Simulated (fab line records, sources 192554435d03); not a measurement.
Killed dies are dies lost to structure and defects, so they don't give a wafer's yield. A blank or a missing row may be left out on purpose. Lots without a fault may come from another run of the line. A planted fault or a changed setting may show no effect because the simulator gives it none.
Chamber matching | flow n5_finfet | N5_FIN_SAQP_SPACER2_ETCHBACK_29 on rie_diel-04: 4 sister chambers
The step etches SiO2 in CHF3/O2, target depth 12.2 nm, time 6.1 s. 4 wafers are shown with their chamber, then 8 later ones without.

WAFERS WITH THEIR CHAMBER
wafer  | chamber | drypump_motor_current_A (A)
L090.2 | 0       | 5.3
L090.5 | 2       | 6.0
L091.5 | 1       | 5.5
L092.2 | 3       | 5.6

WAFERS WITHOUT THEIR CHAMBER
wafer  | drypump_motor_current_A (A)
L092.4 | 5.5
L092.5 | 5.3
L093.3 | 5.6
L093.5 | 5.6
L093.6 | 5.3
L095.1 | 6.0
L095.4 | 5.3
L095.6 | 5.9

WHICH CHAMBER EACH WENT THROUGH
wafer  | from the rows above | in truth
L092.4 | 1                   | 1
L092.5 | 0                   | 0
L093.3 | 3                   | 3
L093.5 | 3                   | 3
L093.6 | 0                   | 0
L095.1 | 2                   | 2
L095.4 | 0                   | 0
L095.6 | 2                   | 2
Placed correctly: 8 of 8. Can't be placed from these rows: 0. Placed wrongly: 0.
How it was worked out, from the rows above alone: a wafer's distance from a chamber is the root of the sum, over the readings, of the square of ((its reading less the chamber's mean) divided by the reading's scatter). The wafer belongs to the nearest chamber; if the next one is less than 2 further off, it can't be placed. A chamber's mean is the mean of its shown wafers. The scatter: with one shown wafer a chamber, the root of the mean of the squares of how far each hidden wafer lies from its nearest shown one.
